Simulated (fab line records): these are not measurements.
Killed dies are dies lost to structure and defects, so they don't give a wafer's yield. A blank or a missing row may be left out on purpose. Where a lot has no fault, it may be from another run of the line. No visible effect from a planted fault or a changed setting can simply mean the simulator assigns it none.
The tool behind it: which one? / flow nand-harc / 13 lots, 39 wafers sampled, at 5 steps of a route of 1302

WHAT THE GAUGES READ, wafer by wafer
NHARC_A_SOURCE_PLATE_INSPECT_08. Usual: raw-defect-count reads 60 (standard deviation 25).
lot=L237; measured=day 7 15:32; on=defect-inspect-01; raw-defect-count=53 37 70; flag=
lot=L238; measured=day 7 19:52; on=defect-inspect-01; raw-defect-count=50 52 66; flag=
lot=L241; measured=day 9 09:35; on=defect-inspect-01; raw-defect-count=29 33 63; flag=
lot=L243; measured=day 10 10:46; on=defect-inspect-02; raw-defect-count=63 35 30; flag=
lot=L246; measured=day 11 14:37; on=defect-inspect-02; raw-defect-count=91 51 67; flag=
lot=L249; measured=day 12 17:02; on=defect-inspect-01; raw-defect-count=63 47 56; flag=
lot=L253; measured=day 14 12:18; on=defect-inspect-01; raw-defect-count=64 30 92; flag=
lot=L255; measured=day 15 03:53; on=defect-inspect-01; raw-defect-count=66 41 48; flag=
lot=L256; measured=day 15 16:17; on=defect-inspect-01; raw-defect-count=36 55 44; flag=
lot=L257; measured=day 16 01:17; on=defect-inspect-01; raw-defect-count=59 76 65; flag=
lot=L258; measured=day 16 11:05; on=defect-inspect-02; raw-defect-count=52 121 87; flag=
lot=L259; measured=day 16 22:58; on=defect-inspect-02; raw-defect-count=70 74 80; flag=
lot=L260; measured=day 17 15:28; on=defect-inspect-02; raw-defect-count=36 66 46; flag=

NHARC_A_ONON_D1_THK_MEAS_05: measures by ellipsometry. Usual: thk-nm reads 1001 nm (standard deviation 9.9).
lot=L237; measured=day 7 16:41; on=film-metro-02; thk-nm (nm)=992 991 993; flag=
lot=L238; measured=day 7 20:59; on=film-metro-01; thk-nm (nm)=1007 1008 1008; flag=
lot=L241; measured=day 9 10:44; on=film-metro-02; thk-nm (nm)=1005 1004 1003; flag=
lot=L243; measured=day 10 11:54; on=film-metro-01; thk-nm (nm)=1014 1012 1014; flag=
lot=L246; measured=day 11 15:46; on=film-metro-02; thk-nm (nm)=1484 991 1487; flag=OFF
lot=L249; measured=day 12 18:26; on=film-metro-01; thk-nm (nm)=1496 1004 1495; flag=OFF
lot=L253; measured=day 14 13:28; on=film-metro-02; thk-nm (nm)=999 999 1001; flag=
lot=L255; measured=day 15 05:01; on=film-metro-02; thk-nm (nm)=1012 1010 1011; flag=
lot=L256; measured=day 15 17:26; on=film-metro-02; thk-nm (nm)=988 989 990; flag=
lot=L257; measured=day 16 02:26; on=film-metro-01; thk-nm (nm)=1020 1019 1019; flag=
lot=L258; measured=day 16 12:14; on=film-metro-02; thk-nm (nm)=1003 1003 1002; flag=
lot=L259; measured=day 17 00:07; on=film-metro-01; thk-nm (nm)=1001 1002 1002; flag=
lot=L260; measured=day 17 16:37; on=film-metro-02; thk-nm (nm)=988 989 988; flag=

NHARC_END_SORT_01. Usual: killed-at-array 59, standard deviation 17; killed-at-other 0.7, standard deviation 0.9; killed-at-periphery 3.6, standard deviation 2.3; killed-dies 63, standard deviation 18; killed-open 3.4, standard deviation 1.9; killed-short 2.6, standard deviation 1.7.
lot=L246; measured=day 28 04:59; on=prober-02; killed-at-array=673 33 673; killed-at-other=1 3 1; killed-at-periphery=3 3 3; killed-dies=677 39 677; killed-open=2 5 3; killed-short=1 3 2; flag=OFF
lot=L249; measured=day 29 19:17; on=prober-01; killed-at-array=672 62 673; killed-at-other=1 0 0; killed-at-periphery=4 8 4; killed-dies=677 70 677; killed-open=3 4 2; killed-short=1 5 2; flag=OFF

TOOL THAT RAN EACH LOT (tool first, then ch and the chambers of the sampled wafers, then the start)
lot=L237; NHARC_P_BONDPAD_ETCH_37=rie-diel-11 ch 1,3, day 6 13:46; NHARC_A_ONON_D1_DEP_03=pecvd-onon-04 ch 0, day 7 16:14
lot=L238; NHARC_P_BONDPAD_ETCH_37=rie-diel-11 ch 1,2,3, day 6 19:07; NHARC_A_ONON_D1_DEP_03=pecvd-onon-04 ch 0, day 7 20:32
lot=L241; NHARC_P_BONDPAD_ETCH_37=rie-diel-11 ch 0,1,3, day 8 06:53; NHARC_A_ONON_D1_DEP_03=pecvd-onon-01 ch 0, day 9 10:13
lot=L243; NHARC_P_BONDPAD_ETCH_37=rie-diel-13 ch 0,2,3, day 9 05:29; NHARC_A_ONON_D1_DEP_03=pecvd-onon-04 ch 0, day 10 11:31
lot=L246; NHARC_P_BONDPAD_ETCH_37=rie-diel-11 ch 1,2,3, day 10 13:04; NHARC_A_ONON_D1_DEP_03=pecvd-onon-04 ch 0, day 11 15:19
lot=L249; NHARC_P_BONDPAD_ETCH_37=rie-diel-08 ch 0,3, day 11 15:26; NHARC_A_ONON_D1_DEP_03=pecvd-onon-04 ch 0, day 12 17:59
lot=L253; NHARC_P_BONDPAD_ETCH_37=rie-diel-08 ch 0,2,3, day 13 08:54; NHARC_A_ONON_D1_DEP_03=pecvd-onon-02 ch 0, day 14 12:58
lot=L255; NHARC_P_BONDPAD_ETCH_37=rie-diel-11 ch 2,3, day 13 23:50; NHARC_A_ONON_D1_DEP_03=pecvd-onon-01 ch 0, day 15 04:31
lot=L256; NHARC_P_BONDPAD_ETCH_37=rie-diel-08 ch 1,2,3, day 14 13:19; NHARC_A_ONON_D1_DEP_03=pecvd-onon-02 ch 0, day 15 16:59
lot=L257; NHARC_P_BONDPAD_ETCH_37=rie-diel-13 ch 0,1,3, day 15 00:07; NHARC_A_ONON_D1_DEP_03=pecvd-onon-04 ch 0, day 16 01:59
lot=L258; NHARC_P_BONDPAD_ETCH_37=rie-diel-11 ch 1,2,3, day 15 08:56; NHARC_A_ONON_D1_DEP_03=pecvd-onon-04 ch 0, day 16 11:44
lot=L259; NHARC_P_BONDPAD_ETCH_37=rie-diel-13 ch 2,3, day 15 21:22; NHARC_A_ONON_D1_DEP_03=pecvd-onon-02 ch 0, day 16 23:35
lot=L260; NHARC_P_BONDPAD_ETCH_37=rie-diel-13 ch 0,1,3, day 16 11:44; NHARC_A_ONON_D1_DEP_03=pecvd-onon-01 ch 0, day 17 16:07
- NHARC_P_BONDPAD_ETCH_37: etches the open film in N2/H2, target depth 60 nm, overetch 18 nm, time 65.91 s.
- NHARC_A_ONON_D1_DEP_03: target thk 1000 nm.

AS READ BY THE TOOLS THEMSELVES (means over the sampled wafers that have a number; for cases with no such wafer, the mark the record gives instead)
NHARC_P_BONDPAD_ETCH_37. Usual: drypump-motor-current-A 5.7 A, standard deviation 0.39; oes-product-au 1.000 a.u., standard deviation 0.0079; rf-vpp-V 429.5 V, standard deviation 2; showerhead-plenum-p-Torr 2.00 Torr, standard deviation 0.062; throttle-valve-pct 14.171 %, standard deviation 0.009.
lot=L237; tool=rie-diel-11; drypump-motor-current-A (A)=5.6; oes-product-au (a.u.)=0.993; rf-vpp-V (V)=429.2; showerhead-plenum-p-Torr (Torr)=2.00; throttle-valve-pct (%)=14.175; flag=
lot=L238; tool=rie-diel-11; drypump-motor-current-A (A)=5.6; oes-product-au (a.u.)=0.997; rf-vpp-V (V)=428.4; showerhead-plenum-p-Torr (Torr)=1.96; throttle-valve-pct (%)=14.178; flag=
lot=L241; tool=rie-diel-11; drypump-motor-current-A (A)=5.8; oes-product-au (a.u.)=0.998; rf-vpp-V (V)=427.8; showerhead-plenum-p-Torr (Torr)=1.97; throttle-valve-pct (%)=14.173; flag=
lot=L243; tool=rie-diel-13; drypump-motor-current-A (A)=5.7; oes-product-au (a.u.)=1.000; rf-vpp-V (V)=429.3; showerhead-plenum-p-Torr (Torr)=1.99; throttle-valve-pct (%)=14.175; flag=
lot=L246; tool=rie-diel-11; drypump-motor-current-A (A)=5.7; oes-product-au (a.u.)=1.001; rf-vpp-V (V)=427.8; showerhead-plenum-p-Torr (Torr)=1.96; throttle-valve-pct (%)=14.164; flag=
lot=L249; tool=rie-diel-08; drypump-motor-current-A (A)=5.9; oes-product-au (a.u.)=1.002; rf-vpp-V (V)=430.5; showerhead-plenum-p-Torr (Torr)=2.05; throttle-valve-pct (%)=14.168; flag=
lot=L253; tool=rie-diel-08; drypump-motor-current-A (A)=5.7; oes-product-au (a.u.)=0.993; rf-vpp-V (V)=430.9; showerhead-plenum-p-Torr (Torr)=2.05; throttle-valve-pct (%)=14.173; flag=
lot=L255; tool=rie-diel-11; drypump-motor-current-A (A)=5.4; oes-product-au (a.u.)=1.004; rf-vpp-V (V)=428.9; showerhead-plenum-p-Torr (Torr)=1.98; throttle-valve-pct (%)=14.178; flag=
lot=L256; tool=rie-diel-08; drypump-motor-current-A (A)=5.4; oes-product-au (a.u.)=1.006; rf-vpp-V (V)=431.3; showerhead-plenum-p-Torr (Torr)=2.04; throttle-valve-pct (%)=14.177; flag=
lot=L257; tool=rie-diel-13; drypump-motor-current-A (A)=6.0; oes-product-au (a.u.)=0.991; rf-vpp-V (V)=430.7; showerhead-plenum-p-Torr (Torr)=2.04; throttle-valve-pct (%)=14.167; flag=
lot=L258; tool=rie-diel-11; drypump-motor-current-A (A)=5.6; oes-product-au (a.u.)=1.005; rf-vpp-V (V)=429.0; showerhead-plenum-p-Torr (Torr)=1.96; throttle-valve-pct (%)=14.172; flag=
lot=L259; tool=rie-diel-13; drypump-motor-current-A (A)=5.6; oes-product-au (a.u.)=1.008; rf-vpp-V (V)=428.3; showerhead-plenum-p-Torr (Torr)=1.98; throttle-valve-pct (%)=14.168; flag=
lot=L260; tool=rie-diel-13; drypump-motor-current-A (A)=6.0; oes-product-au (a.u.)=0.997; rf-vpp-V (V)=430.1; showerhead-plenum-p-Torr (Torr)=2.04; throttle-valve-pct (%)=14.162; flag=

NHARC_A_ONON_D1_DEP_03. Usual: n2o-flow-sccm reads 2001 sccm (standard deviation 5.9).
lot=L237; tool=pecvd-onon-04; n2o-flow-sccm (sccm)=2002; flag=
lot=L238; tool=pecvd-onon-04; n2o-flow-sccm (sccm)=2005; flag=
lot=L241; tool=pecvd-onon-01; n2o-flow-sccm (sccm)=2000; flag=
lot=L243; tool=pecvd-onon-04; n2o-flow-sccm (sccm)=1999; flag=
lot=L246; tool=pecvd-onon-04; n2o-flow-sccm (sccm)=1996; flag=
lot=L249; tool=pecvd-onon-04; n2o-flow-sccm (sccm)=1997; flag=
lot=L253; tool=pecvd-onon-02; n2o-flow-sccm (sccm)=2002; flag=
lot=L255; tool=pecvd-onon-01; n2o-flow-sccm (sccm)=1999; flag=
lot=L256; tool=pecvd-onon-02; n2o-flow-sccm (sccm)=2002; flag=
lot=L257; tool=pecvd-onon-04; n2o-flow-sccm (sccm)=2011; flag=
lot=L258; tool=pecvd-onon-04; n2o-flow-sccm (sccm)=1992; flag=
lot=L259; tool=pecvd-onon-02; n2o-flow-sccm (sccm)=1997; flag=
lot=L260; tool=pecvd-onon-01; n2o-flow-sccm (sccm)=1996; flag=

THE ANSWER, worked out from the rows above alone
Rule: take the mean of a lot's wafers that have a number; if it is more than 3 standard deviations from the usual mean, the lot is off. Also off: a lot with no number at a reading for which 4 or more lots have one. Where the step has rows for the other lots, those lots are counted as sound. The gauges are gone through in route order, then the tools' own readings, and for those a lot's mean is taken as printed above. At the first step where some lot is off, the reading lying furthest off is the one used; lots without a number count as furthest.
Off, at NHARC_A_ONON_D1_THK_MEAS_05 on thk-nm: L246, L249.
If a tool, at a process step before that reading, ran all the lots that are off and no sound lot after the first of them, it fits. The gauges at NHARC_A_ONON_D1_THK_MEAS_05 aren't tried: what is off there is off at NHARC_END_SORT_01 too, on other tools, and a gauge's error can't cause that. Not one of the candidates tried fits.

WHAT THE SIMULATOR HAD INSERTED
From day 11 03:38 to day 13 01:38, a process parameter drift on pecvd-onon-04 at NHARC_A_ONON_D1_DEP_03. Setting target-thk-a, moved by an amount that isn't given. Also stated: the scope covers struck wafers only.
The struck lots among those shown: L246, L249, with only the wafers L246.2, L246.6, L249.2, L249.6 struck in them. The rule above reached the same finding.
